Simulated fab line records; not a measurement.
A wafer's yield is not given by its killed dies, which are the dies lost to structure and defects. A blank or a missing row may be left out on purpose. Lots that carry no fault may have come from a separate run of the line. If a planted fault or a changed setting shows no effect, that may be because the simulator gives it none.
Problem report, 8D (eight disciplines) form, completed by code -- flow n5 finfet -- the parts of the form that need people (team, actions taken, sign-off) are left out

## 1. WHAT WENT WRONG
Mean of susceptor temp C at N5_BEOL_M14_ILD_DEP_00: 403.87 C across 9 wafers in 3 lots; on wafers with no fault it is 399.99 C (standard deviation 0.22). Measured from the usual mean, that is +18 standard deviations.
The step: deposits SiO2 from TEOS/O2, target thk 1119.3 nm, time 237.4 s.
Earliest sighting: wafer L688.3 on pecvd-04 at day 13 00:44. Wafers with a number at this step in the record: 15, from 5 lots. Rule for "out" (also "out of limits"): further than 4 standard deviations from the usual mean. Any other wafer with a number is counted as sound.

## 2. WHAT IT IS; WHAT IT IS NOT
question,is,is not
which readings at this step,susceptor temp C,"heater power w, showerhead plenum p Torr"
which lots,"L688, L691, L693","L698, L704"
which wafers of those lots,all that have a number,-
read on which tools,pecvd-04,pecvd-01
when,from day 13 00:44,"up to then (0 sound wafers); but 6 sound wafers of L698, L704 came after"

## 3. THE SUSPECTS, EACH WITH WHAT RULES IT OUT
Counting: a tool stays on the suspect list if, at a process step up to the reading, it processed all lots that are out and no sound lot following the first of them.
- pecvd-04 at N5_BEOL_M14_ILD_DEP_00 (deposits SiO2 from TEOS/O2, target thk 1119.3 nm, time 237.4 s): ruled out as a lasting fault. Following L688 (day 13 00:44), the first lot on it that is out, the sound lots L704 were run on it.
Left after counting: nothing in the record.

## 4. THE CAUSE (what the simulator had put in)
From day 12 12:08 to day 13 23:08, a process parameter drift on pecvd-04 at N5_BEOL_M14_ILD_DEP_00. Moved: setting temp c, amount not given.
Counting ruled it out, wrongly.

## 5. THE CHAIN OF EFFECTS, in route order
Each row: a reading where the mean over the struck wafers with a number is more than 3 standard deviations away from the usual. Only readings whose record carries a usual standard deviation are examined. hours: median over the lots of the time between each lot's start at the first step of this table that gives one and its start at this step. sigmas: the change, counted in usual standard deviations.
hours,step,reading,usual,on struck wafers,change,sigmas
0,N5_BEOL_M14_ILD_DEP_00,susceptor temp C,399.99 C,403.87,+3.88,+18
Here are the process steps it includes:
- N5_BEOL_M14_ILD_DEP_00: deposits SiO2 from TEOS/O2, target thk 1119.3 nm, time 237.4 s.

## 6. WHAT WOULD HAVE CAUGHT IT SOONER
In this record no reading fell out of limits until day 13 00:44, 13 hours after the fault had begun at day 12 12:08.
